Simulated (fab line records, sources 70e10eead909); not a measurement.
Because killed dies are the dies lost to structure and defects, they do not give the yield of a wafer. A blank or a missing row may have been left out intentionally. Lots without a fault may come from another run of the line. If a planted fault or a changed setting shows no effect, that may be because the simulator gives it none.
The tool behind it: which one? | flow nand_harc | 24 lots with 72 wafers sampled at 6 steps, on a route of 1302 steps

## WHAT EACH GAUGE READ, for each wafer
The record holds no reading of a measuring or inspecting step that can be judged against a usual standard deviation.

## EACH LOT AND THE TOOL THAT RAN IT (in order: tool; ch and the chambers of the sampled wafers; start)
lot  | NHARC_A_STAIRCASE_DEP_471       | NHARC_A_WL_FILL_ALD_19              | NHARC_A_WL_FILL_CVD_20                   | NHARC_A_CONTACT_ETCH_50                       | NHARC_A_CONTACT_ETCH_90            | NHARC_A_CONTACT_ETCH_130
L074 | pecvd-01 ch 1,2, day 19 03:23   | ald_metal-01 ch 0,1,2, day 21 03:25 | cvd_w-01 ch 0,1, day 21 18:54 or earlier | rie_diel-12 ch 2,3, day 21 18:54 or earlier   | rie_diel-10 ch 0,1,3, day 21 18:54 | har_cap_etch-02 ch 0,1, day 22 05:23
L077 | pecvd-01 ch 0,1, day 20 01:01   | ald_metal-01 ch 0,1,2, day 21 21:06 | cvd_w-02 ch 0,1, day 22 10:56 or earlier | rie_diel-10 ch 2,3, day 22 10:56 or earlier   | rie_diel-10 ch 1,2,3, day 22 10:56 | har_cap_etch-03 ch 0,1, day 22 21:50
L075 | pecvd-03 ch 0,1,2, day 20 02:04 | ald_metal-02 ch 0,2,3, day 21 21:05 | cvd_w-01 ch 0,1, day 22 08:50 or earlier | rie_diel-10 ch 1,2,3, day 22 08:50 or earlier | rie_diel-10 ch 1,2,3, day 22 08:50 | har_cap_etch-03 ch 0,1, day 22 16:46
L078 | pecvd-01 ch 1,2, day 20 09:25   | ald_metal-02 ch 0,2,3, day 22 09:05 | cvd_w-02 ch 0,1, day 22 20:43 or earlier | rie_diel-12 ch 0,2, day 22 20:43 or earlier   | rie_diel-12 ch 0,1, day 22 20:43   | har_cap_etch-01 ch 0,1, day 23 04:34
L076 | pecvd-04 ch 0,1,2, day 20 12:19 | ald_metal-04 ch 2,3, day 22 09:06   | cvd_w-01 ch 0, day 22 20:50 or earlier   | rie_diel-10 ch 0,1,2, day 22 20:50 or earlier | rie_diel-10 ch 1,3, day 22 20:50   | har_cap_etch-03 ch 0,1, day 23 05:08
L080 | pecvd-03 ch 1,2, day 21 18:14   | ald_metal-01 ch 0,1,3, day 23 20:53 | cvd_w-02 ch 1, day 24 08:51 or earlier   | rie_diel-12 ch 1,2, day 24 08:51 or earlier   | rie_diel-13 ch 0,2, day 24 08:51   | har_cap_etch-03 ch 0,1, day 24 21:49
L079 | pecvd-03 ch 0,2, day 21 18:38   | ald_metal-02 ch 0,1,3, day 23 20:55 | cvd_w-02 ch 0,1, day 24 08:24 or earlier | rie_diel-10 ch 0,1,3, day 24 08:24 or earlier | rie_diel-10 ch 0,1,3, day 24 08:24 | har_cap_etch-01 ch 0,1, day 24 21:40
L081 | pecvd-03 ch 0,1,2, day 22 04:05 | ald_metal-01 ch 0,1,3, day 24 08:03 | cvd_w-01 ch 0,1, day 24 22:33 or earlier | rie_diel-10 ch 0,2,3, day 24 22:33 or earlier | rie_diel-10 ch 2,3, day 24 22:33   | har_cap_etch-02 ch 0,1, day 25 06:55
L082 | pecvd-04 ch 0,1, day 22 07:08   | ald_metal-04 ch 1,3, day 24 02:11   | cvd_w-02 ch 0,1, day 24 18:18 or earlier | rie_diel-10 ch 2,3, day 24 18:18 or earlier   | rie_diel-13 ch 0,2, day 24 18:18   | har_cap_etch-03 ch 0,1, day 25 06:19
L085 | pecvd-04 ch 0,1, day 23 18:36   | ald_metal-02 ch 0,1,3, day 25 15:09 | cvd_w-01 ch 0,1, day 26 06:29 or earlier | rie_diel-13 ch 0,1,3, day 26 06:29 or earlier | rie_diel-10 ch 0,2,3, day 26 06:29 | har_cap_etch-01 ch 0,1, day 26 17:00
L083 | pecvd-01 ch 0,1,2, day 23 18:46 | ald_metal-01 ch 1,3, day 25 15:07   | cvd_w-02 ch 0,1, day 26 07:18 or earlier | rie_diel-13 ch 2,3, day 26 07:18 or earlier   | rie_diel-12 ch 0,1,3, day 26 07:18 | har_cap_etch-03 ch 0,1, day 26 18:52
L086 | pecvd-01 ch 0,1,2, day 24 01:10 | ald_metal-01 ch 0,2, day 26 00:09   | cvd_w-01 ch 0,1, day 26 11:50 or earlier | rie_diel-13 ch 0,1,3, day 26 11:50 or earlier | rie_diel-10 ch 0,2, day 26 11:50   | har_cap_etch-01 ch 0,1, day 26 22:01
L084 | pecvd-04 ch 0,2, day 24 01:24   | ald_metal-04 ch 0,1,3, day 26 00:11 | cvd_w-02 ch 0,1, day 26 11:47 or earlier | rie_diel-10 ch 1,3, day 26 11:47 or earlier   | rie_diel-13 ch 0,1,2, day 26 11:47 | har_cap_etch-02 ch 0,1, day 26 20:17
L087 | pecvd-03 ch 0,2, day 24 21:23   | ald_metal-01 ch 0,1,3, day 26 18:01 | cvd_w-01 ch 0,1, day 27 08:49 or earlier | rie_diel-10 ch 2,3, day 27 08:49 or earlier   | rie_diel-12 ch 0,1, day 27 08:49   | har_cap_etch-02 ch 0,1, day 27 16:44
L091 | pecvd-03 ch 1,2, day 25 07:20   | ald_metal-01 ch 0,1,3, day 27 06:16 | cvd_w-02 ch 0, day 27 18:08 or earlier   | rie_diel-12 ch 2,3, day 27 18:08 or earlier   | rie_diel-10 ch 0,2, day 27 18:08   | har_cap_etch-01 ch 0,1, day 28 02:23
L088 | pecvd-01 ch 0,1,2, day 25 07:36 | ald_metal-04 ch 0,1,2, day 27 06:18 | cvd_w-01 ch 0,1, day 27 13:47 or earlier | rie_diel-10 ch 0,2, day 27 13:47              | rie_diel-10 ch 0,2, day 27 19:18   | har_cap_etch-03 ch 0,1, day 28 05:59
L090 | pecvd-04 ch 0,1,2, day 25 07:50 | ald_metal-01 ch 0,2,3, day 27 09:26 | cvd_w-01 ch 0,1, day 27 20:15 or earlier | rie_diel-10 ch 0,1,2, day 27 20:15            | rie_diel-10 ch 0,2, day 28 00:53   | har_cap_etch-01 ch 0,1, day 28 09:17
L089 | pecvd-03 ch 0,1,2, day 25 20:36 | ald_metal-02 ch 0,3, day 27 20:01   | cvd_w-01 ch 0,1, day 28 07:40 or earlier | rie_diel-10 ch 0,3, day 28 07:40 or earlier   | rie_diel-12 ch 0,3, day 28 07:40   | har_cap_etch-02 ch 0,1, day 28 20:52
L092 | pecvd-04 ch 0,2, day 26 05:02   | ald_metal-02 ch 0,2,3, day 28 06:23 | cvd_w-02 ch 0,1, day 28 18:08 or earlier | rie_diel-10 ch 0,1,3, day 28 18:08 or earlier | rie_diel-12 ch 0,1,2, day 28 18:08 | har_cap_etch-01 ch 0,1, day 29 04:13
L093 | pecvd-03 ch 1,2, day 27 06:40   | ald_metal-01 ch 0,2,3, day 29 08:56 | cvd_w-02 ch 0,1, day 29 21:50 or earlier | rie_diel-10 ch 0,2,3, day 29 21:50 or earlier | rie_diel-10 ch 0,2,3, day 29 21:50 | har_cap_etch-02 ch 0,1, day 30 07:23
L096 | pecvd-01 ch 0,1,2, day 28 00:26 | ald_metal-02 ch 0,2, day 29 21:02   | cvd_w-01 ch 0,1, day 30 10:49 or earlier | rie_diel-12 ch 0,2,3, day 30 10:49 or earlier | rie_diel-12 ch 1,2,3, day 30 10:49 | har_cap_etch-03 ch 0,1, day 30 22:37
L094 | pecvd-03 ch 0,2, day 28 01:05   | ald_metal-01 ch 1,2,3, day 29 21:02 | cvd_w-02 ch 1, day 30 08:46 or earlier   | rie_diel-10 ch 0,1,2, day 30 08:46 or earlier | rie_diel-12 ch 1,2,3, day 30 08:46 | har_cap_etch-02 ch 0, day 30 19:38
L095 | pecvd-03 ch 0,1,2, day 28 03:18 | ald_metal-02 ch 0,1,2, day 30 00:51 | cvd_w-01 ch 0,1, day 30 13:05 or earlier | rie_diel-10 ch 0,1, day 30 13:05 or earlier   | rie_diel-10 ch 0,2,3, day 30 13:05 | har_cap_etch-01 ch 0,1, day 30 23:48
L097 | pecvd-03 ch 0,1, day 28 07:31   | ald_metal-01 ch 1,3, day 30 07:05   | cvd_w-01 ch 0,1, day 30 18:35 or earlier | rie_diel-13 ch 1,2,3, day 30 18:35 or earlier | rie_diel-10 ch 0,1,3, day 30 18:35 | har_cap_etch-03 ch 0,1, day 31 03:59
- NHARC_A_STAIRCASE_DEP_471: deposits SiO2, target thk 100 nm.
- NHARC_A_WL_FILL_ALD_19: deposits TiN, target thk 2 nm, pulse time 3 s, ald cycles 100.
- NHARC_A_WL_FILL_CVD_20: deposits W, target thk 100 nm, time 74 s.
- NHARC_A_CONTACT_ETCH_50: etches the open film in CF4/CHF3, target depth 121 nm, time 60.5 s.
- NHARC_A_CONTACT_ETCH_90: etches the open film in CH3F/O2, target depth 40 nm, time 85.7 s.
- NHARC_A_CONTACT_ETCH_130: etches the open film in C4F8/O2/Ar, time 197 s, target depth 1918 nm.

## AS READ BY THE TOOLS THEMSELVES (means over the sampled wafers that have a number; for cases with no such wafer, the mark the record gives instead)
NHARC_A_STAIRCASE_DEP_471. Usual: heater_power_w 576 W, standard deviation 130; throttle_valve_pct 16.1 %, standard deviation 0.53.
lot  | tool     | heater_power_w (W) | throttle_valve_pct (%) | flag
L074 | pecvd-01 | 504                | 16.4                   |
L077 | pecvd-01 | 737                | 16.3                   |
L075 | pecvd-03 | 617                | 16.1                   |
L078 | pecvd-01 | 506                | 16.4                   |
L076 | pecvd-04 | 492                | 15.7                   |
L080 | pecvd-03 | 509                | 16.1                   |
L079 | pecvd-03 | 700                | 16.5                   |
L081 | pecvd-03 | 575                | 16.3                   |
L082 | pecvd-04 | 430                | 16.1                   |
L085 | pecvd-04 | 490                | 16.1                   |
L083 | pecvd-01 | 607                | 16.4                   |
L086 | pecvd-01 | 676                | 16.4                   |
L084 | pecvd-04 | 593                | 15.9                   |
L087 | pecvd-03 | 574                | 16.1                   |
L091 | pecvd-03 | 594                | 16.2                   |
L088 | pecvd-01 | 630                | 16.3                   |
L090 | pecvd-04 | 479                | 16.2                   |
L089 | pecvd-03 | 597                | 15.8                   |
L092 | pecvd-04 | 489                | 16.3                   |
L093 | pecvd-03 | 541                | 15.7                   |
L096 | pecvd-01 | 624                | 16.5                   |
L094 | pecvd-03 | 646                | 16.1                   |
L095 | pecvd-03 | 609                | 15.7                   |
L097 | pecvd-03 | 474                | 15.3                   |

NHARC_A_WL_FILL_ALD_19. Usual: heater_power_w 1052 W, standard deviation 110; precursor_pulse_height_rel 1.001, standard deviation 0.019.
lot  | tool         | heater_power_w (W) | precursor_pulse_height_rel | flag
L074 | ald_metal-01 | 989                | 1.007                      |
L077 | ald_metal-01 | 989                | 0.993                      |
L075 | ald_metal-02 | 1081               | 0.990                      |
L078 | ald_metal-02 | 1085               | 1.004                      |
L076 | ald_metal-04 | 1145               | 1.002                      |
L080 | ald_metal-01 | 998                | 0.994                      |
L079 | ald_metal-02 | 1033               | 1.018                      |
L081 | ald_metal-01 | 991                | 1.013                      |
L082 | ald_metal-04 | 1149               | 0.991                      |
L085 | ald_metal-02 | 1045               | 1.004                      |
L083 | ald_metal-01 | 1065               | 1.016                      |
L086 | ald_metal-01 | 919                | 1.001                      |
L084 | ald_metal-04 | 1213               | 1.000                      |
L087 | ald_metal-01 | 1010               | 1.007                      |
L091 | ald_metal-01 | 996                | 1.007                      |
L088 | ald_metal-04 | 1229               | 0.981                      |
L090 | ald_metal-01 | 946                | 1.000                      |
L089 | ald_metal-02 | 1009               | 1.001                      |
L092 | ald_metal-02 | 1095               | 1.009                      |
L093 | ald_metal-01 | 954                | 0.998                      |
L096 | ald_metal-02 | 1107               | 0.996                      |
L094 | ald_metal-01 | 1014               | 0.995                      |
L095 | ald_metal-02 | 1125               | 1.012                      |
L097 | ald_metal-01 | 1075               | 0.992                      |

NHARC_A_WL_FILL_CVD_20. Usual: heater_power_w 795 W, standard deviation 44; throttle_valve_pct 7.9 %, standard deviation 0.35.
lot  | tool     | heater_power_w (W) | throttle_valve_pct (%) | flag
L074 | cvd_w-01 | 818                | 8.2                    |
L077 | cvd_w-02 | 758                | 8.0                    |
L075 | cvd_w-01 | 808                | 8.0                    |
L078 | cvd_w-02 | 782                | 7.7                    |
L076 | cvd_w-01 | 810                | 8.2                    |
L080 | cvd_w-02 | 807                | 7.4                    |
L079 | cvd_w-02 | 780                | 7.7                    |
L081 | cvd_w-01 | 828                | 7.9                    |
L082 | cvd_w-02 | 787                | 7.6                    |
L085 | cvd_w-01 | 830                | 7.8                    |
L083 | cvd_w-02 | 775                | 7.8                    |
L086 | cvd_w-01 | 807                | 7.9                    |
L084 | cvd_w-02 | 785                | 7.7                    |
L087 | cvd_w-01 | 807                | 8.0                    |
L091 | cvd_w-02 | 728                | 8.4                    |
L088 | cvd_w-01 | 822                | 7.9                    |
L090 | cvd_w-01 | 824                | 8.0                    |
L089 | cvd_w-01 | 833                | 8.2                    |
L092 | cvd_w-02 | 766                | 7.7                    |
L093 | cvd_w-02 | 761                | 7.8                    |
L096 | cvd_w-01 | 843                | 8.1                    |
L094 | cvd_w-02 | 790                | 7.6                    |
L095 | cvd_w-01 | 797                | 8.1                    |
L097 | cvd_w-01 | 808                | 8.1                    |

NHARC_A_CONTACT_ETCH_50. Usual: drypump_motor_current_A 6.07 A, standard deviation 0.25; oes_product_au 0.953 a.u., standard deviation 0.022; rf_vpp_V 370.4 V, standard deviation 2; showerhead_plenum_p_Torr 1.57 Torr, standard deviation 0.054; throttle_valve_pct 16.801 %, standard deviation 0.0078.
lot  | tool        | drypump_motor_current_A (A) | oes_product_au (a.u.) | rf_vpp_V (V) | showerhead_plenum_p_Torr (Torr) | throttle_valve_pct (%) | flag
L074 | rie_diel-12 | 6.00                        | 0.966                 | 373.1        | 1.64                            | 16.794                 |
L077 | rie_diel-10 | 6.10                        | 0.968                 | 369.0        | 1.55                            | 16.802                 |
L075 | rie_diel-10 | 5.92                        | 0.971                 | 370.6        | 1.55                            | 16.806                 |
L078 | rie_diel-12 | 6.31                        | 0.974                 | 369.9        | 1.54                            | 16.809                 |
L076 | rie_diel-10 | 6.01                        | 0.961                 | 370.1        | 1.57                            | 16.799                 |
L080 | rie_diel-12 | 6.28                        | 0.924                 | 371.4        | 1.59                            | 16.801                 |
L079 | rie_diel-10 | 5.88                        | 0.964                 | 369.4        | 1.56                            | 16.803                 |
L081 | rie_diel-10 | 6.07                        | 0.978                 | 370.2        | 1.56                            | 16.802                 |
L082 | rie_diel-10 | 5.98                        | 0.968                 | 369.5        | 1.54                            | 16.809                 |
L085 | rie_diel-13 | 6.33                        | 0.924                 | 370.4        | 1.58                            | 16.792                 |
L083 | rie_diel-13 | 6.38                        | 0.913                 | 368.5        | 1.52                            | 16.801                 |
L086 | rie_diel-13 | 6.33                        | 0.915                 | 371.4        | 1.58                            | 16.803                 |
L084 | rie_diel-10 | 5.72                        | 0.952                 | 369.6        | 1.54                            | 16.808                 |
L087 | rie_diel-10 | 5.98                        | 0.958                 | 368.4        | 1.54                            | 16.805                 |
L091 | rie_diel-12 | 6.03                        | 0.960                 | 372.1        | 1.63                            | 16.805                 |
L088 | rie_diel-10 | 6.21                        | 0.949                 | 370.2        | 1.57                            | 16.802                 |
L090 | rie_diel-10 | 6.04                        | 0.944                 | 370.4        | 1.56                            | 16.798                 |
L089 | rie_diel-10 | 5.92                        | 0.973                 | 369.9        | 1.55                            | 16.802                 |
L092 | rie_diel-10 | 5.87                        | 0.960                 | 369.8        | 1.56                            | 16.801                 |
L093 | rie_diel-10 | 6.05                        | 0.967                 | 370.4        | 1.56                            | 16.798                 |
L096 | rie_diel-12 | 6.11                        | 0.915                 | 370.2        | 1.56                            | 16.799                 |
L094 | rie_diel-10 | 6.02                        | 0.962                 | 370.5        | 1.56                            | 16.800                 |
L095 | rie_diel-10 | 5.99                        | 0.922                 | 370.1        | 1.58                            | 16.804                 |
L097 | rie_diel-13 | 6.32                        | 0.971                 | 370.4        | 1.58                            | 16.804                 |

NHARC_A_CONTACT_ETCH_90. Usual: drypump_motor_current_A 6.08 A, standard deviation 0.23; oes_product_au 0.96 a.u., standard deviation 0.036; rf_vpp_V 244.3 V, standard deviation 1.4; showerhead_plenum_p_Torr 2.46 Torr, standard deviation 0.088; throttle_valve_pct 20.664 %, standard deviation 0.0085.
lot  | tool        | drypump_motor_current_A (A) | oes_product_au (a.u.) | rf_vpp_V (V) | showerhead_plenum_p_Torr (Torr) | throttle_valve_pct (%) | flag
L074 | rie_diel-10 | 5.89                        | 1.00                  | 244.9        | 2.44                            | 20.666                 |
L077 | rie_diel-10 | 5.92                        | 0.92                  | 244.0        | 2.41                            | 20.657                 |
L075 | rie_diel-10 | 5.91                        | 0.92                  | 243.3        | 2.41                            | 20.668                 |
L078 | rie_diel-12 | 6.22                        | 0.92                  | 245.2        | 2.56                            | 20.662                 |
L076 | rie_diel-10 | 5.76                        | 0.92                  | 243.2        | 2.40                            | 20.665                 |
L080 | rie_diel-13 | 5.97                        | 1.00                  | 244.3        | 2.45                            | 20.668                 |
L079 | rie_diel-10 | 5.89                        | 0.93                  | 244.3        | 2.44                            | 20.666                 |
L081 | rie_diel-10 | 5.96                        | 0.94                  | 244.0        | 2.40                            | 20.671                 |
L082 | rie_diel-13 | 6.00                        | 1.00                  | 244.5        | 2.46                            | 20.673                 |
L085 | rie_diel-10 | 6.09                        | 1.00                  | 244.0        | 2.44                            | 20.666                 |
L083 | rie_diel-12 | 6.11                        | 0.93                  | 245.6        | 2.53                            | 20.670                 |
L086 | rie_diel-10 | 6.17                        | 1.00                  | 246.0        | 2.48                            | 20.663                 |
L084 | rie_diel-13 | 6.10                        | 1.00                  | 245.3        | 2.52                            | 20.661                 |
L087 | rie_diel-12 | 6.21                        | 0.99                  | 243.4        | 2.45                            | 20.663                 |
L091 | rie_diel-10 | 6.21                        | 1.00                  | 244.8        | 2.45                            | 20.664                 |
L088 | rie_diel-10 | 6.21                        | 0.93                  | 245.2        | 2.48                            | 20.665                 |
L090 | rie_diel-10 | 6.17                        | 0.93                  | 244.7        | 2.48                            | 20.664                 |
L089 | rie_diel-12 | 6.10                        | 0.99                  | 244.2        | 2.43                            | 20.670                 |
L092 | rie_diel-12 | 6.23                        | 1.00                  | 243.9        | 2.46                            | 20.652                 |
L093 | rie_diel-10 | 6.07                        | 0.93                  | 244.3        | 2.44                            | 20.668                 |
L096 | rie_diel-12 | 6.14                        | 0.92                  | 245.9        | 2.54                            | 20.668                 |
L094 | rie_diel-12 | 6.13                        | 0.93                  | 245.2        | 2.54                            | 20.666                 |
L095 | rie_diel-10 | 6.07                        | 0.92                  | 244.3        | 2.43                            | 20.654                 |
L097 | rie_diel-10 | 5.89                        | 1.00                  | 244.3        | 2.43                            | 20.661                 |

## THE ANSWER, worked out from the rows above alone
Rule: take the mean of a lot's wafers that have a number; if it is more than 3 standard deviations from the usual mean, the lot is off. Also off: a lot with no number at a reading for which 4 or more lots have one. Any other lot the step has rows for is counted as sound. After the gauges, taken in route order, come the tools' own readings; for these a lot's mean is taken, as printed above. The first step at which some lot is off is used, and at that step the reading that is off furthest; a lot without a number counts as furthest.
No lot is off at any reading shown: from this, nothing can be told.

## WHAT THE SIMULATOR PUT IN
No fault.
